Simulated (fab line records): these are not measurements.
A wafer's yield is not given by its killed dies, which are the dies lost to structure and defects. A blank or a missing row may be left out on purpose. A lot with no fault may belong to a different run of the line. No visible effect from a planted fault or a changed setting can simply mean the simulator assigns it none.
Chamber matching	flow n5-finfet	N5_BEOL_M11_VIA_ETCH_34 on rie-diel-03: 4 sister chambers
The step etches SiCOH lowk in C4F6/O2, target depth 184.5 nm, time 69.2 s. 4 wafers are shown with their chamber, then 9 later ones without.

## WAFERS PAIRED WITH THEIR CHAMBERS
wafer	chamber	showerhead-plenum-p-Torr (Torr)
L087.5	3	3.03
L089.1	2	2.92
L089.3	1	2.72
L089.4	0	2.81

## WAFERS WHOSE CHAMBER IS MISSING
wafer	showerhead-plenum-p-Torr (Torr)
L093.1	2.80
L093.3	3.02
L093.4	2.92
L096.1	2.80
L096.4	2.91
L096.5	2.91
L097.2	2.80
L097.4	2.91
L097.5	2.80

## THE CHAMBER EACH PASSED THROUGH
wafer	from the rows above	in truth
L093.1	0	0
L093.3	3	3
L093.4	2	2
L096.1	0	0
L096.4	2	2
L096.5	2	2
L097.2	0	0
L097.4	2	2
L097.5	0	0
Correctly placed: 9 of 9. Can't be placed from these rows: 0. Number placed wrongly: 0.
How it was worked out, from the rows above alone: a wafer's distance from a chamber is the root of the sum, over the readings, of the square of ((its reading less the chamber's mean) divided by the reading's scatter). The wafer belongs to the nearest chamber; if the next one is less than 2 further off, it can't be placed. The mean given for a chamber averages the wafers shown for that chamber. The scatter: root of mean squared gap, hidden wafer to nearest shown wafer, with one shown wafer a chamber.
